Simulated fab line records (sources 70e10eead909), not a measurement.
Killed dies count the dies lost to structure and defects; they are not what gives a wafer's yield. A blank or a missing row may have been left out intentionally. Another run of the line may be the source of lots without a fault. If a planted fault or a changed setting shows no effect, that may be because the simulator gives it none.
A struck lot beside a sound one ; flow nand harc ; 14 out of 1302 route steps
Sound: the wafers L414.1, L414.2, L414.5. The struck wafers were L420.2, L420.5, L420.6. The cause is named last.
At each step with rows: each side's tool, then ch and its chambers, then its first start. Under that, the readings that differ: sound wafers ; struck wafers ; difference of the means ; sigmas: that difference in standard deviations of wafers without a fault.
alike: words and numbers the same on both sides, and readings whose means are apart by under 2 such deviations; not compared: readings that were withheld, readings missing a value for some wafer, numbers with overlapping values and no deviation given by the record, and bounds like >300 which may hide the same value.
The two part at a step that has a row with sigmas, a row that says differs or no value, or rows on one side only. Non-overlapping numbers with no deviation appear without sigmas and do not part them. A reading missing from all wafers of one side parts the sides only when that side holds two or more wafers.

first, 1 step without rows for these wafers: NHARC_A_M0_DEVELOP_08 (develop time 35 s).
NHARC_A_M0_CD_MEAS_09 targets a cd of 80 nm.
  sound on cd sem-01 ch 0, day 26 15:28; struck on cd sem-01 ch 0, day 28 10:44
  alike: cd nm
NHARC_A_M0_OVL_MEAS_10: pitch 160 nm.
  struck on overlay-02, day 28 10:49; sound on overlay-01, day 26 15:34
  alike: overlay x nm, overlay y nm
NHARC_A_M0_INSPECT_11:
  struck on defect inspect-02, day 28 10:52; sound on defect inspect-01, day 26 15:35
  alike: raw defect count
NHARC_A_M0_DESCUM_14: chemistry O2, time 3 s.
  sound on rie diel-10 ch 1,3, day 26 15:40; struck on rie diel-01 ch 1,2,3, day 28 10:56
  alike: drypump motor current A, mfc ar sccm, oes product au, rf vpp V, showerhead plenum p Torr, throttle valve pct
  not compared: rf hours counter h
NHARC_A_M0_ETCH_34: etches the open film in N2/H2, target depth 40 nm, overetch 12 nm, time 43.94 s.
  sound on rie diel-10 ch 1,2, day 26 15:44; struck on rie diel-01 ch 0,3, day 28 11:01
  alike: drypump motor current A, mfc ar sccm, oes product au, rf vpp V, showerhead plenum p Torr, throttle valve pct
  not compared: rf hours counter h
NHARC_A_M0_ETCH_15: etches the open film in C4F8/Ar, target depth 150 nm, overetch 15 nm, time 82.5 s.
  sound: rie diel-10 ch 2,3; struck: rie diel-01 ch 0,2,3
reading;sound;struck;difference;sigmas
oes product au (a.u.);0.971 0.983 0.978;0.913 0.923 0.927;-0.056;-3
  alike: rf vpp V
  not compared: rf hours counter h
NHARC_A_M0_CD_MEAS_16:
  struck on cd sem-01, day 28 11:13; sound on cd sem-01, day 26 15:57
  alike: cd nm
NHARC_A_M0_STRIP_18: strips in N2/H2.
  sound on rie diel-10 ch 2,3, day 26 16:02; struck on rie diel-10 ch 0,2,3, day 28 11:22
  alike: drypump motor current A, mfc ar sccm, oes product au, rf vpp V, showerhead plenum p Torr, throttle valve pct
  not compared: rf hours counter h
then, 3 steps without rows for these wafers: NHARC_A_M0_STRIP_19 (strips in post etch residue remover, time 600 s); NHARC_A_M0_DEGAS_28 (time 60 s); NHARC_A_M0_PRE_CLEAN_29 (time 30 s).
NHARC_A_M0_PVD_20: deposits TaN, target thk 5 nm, time 8.06 s.
  struck on pvd sputter-01, day 28 11:58; sound on pvd sputter-03, day 26 16:41
  no value came back on the struck wafers for bias v (V), cathode dc power W (W), throttle valve pct (%); on the sound wafers bias v (V) reads 168.4 170.0 170.1
NHARC_A_M0_PVD_21: deposits Cu, target thk 30 nm, time 20.49 s.
  sound on pvd sputter-03; struck on pvd sputter-01
  alike: cathode dc power W, chamber pressure pa, throttle valve pct

== WHERE THEY PART ==
At NHARC_A_M0_ETCH_15 first; at NHARC_A_M0_PVD_20 last (within this record only). Later steps at which nothing parts them and some readings are alike: NHARC_A_M0_PVD_21.

WHY: the cause the simulator had injected
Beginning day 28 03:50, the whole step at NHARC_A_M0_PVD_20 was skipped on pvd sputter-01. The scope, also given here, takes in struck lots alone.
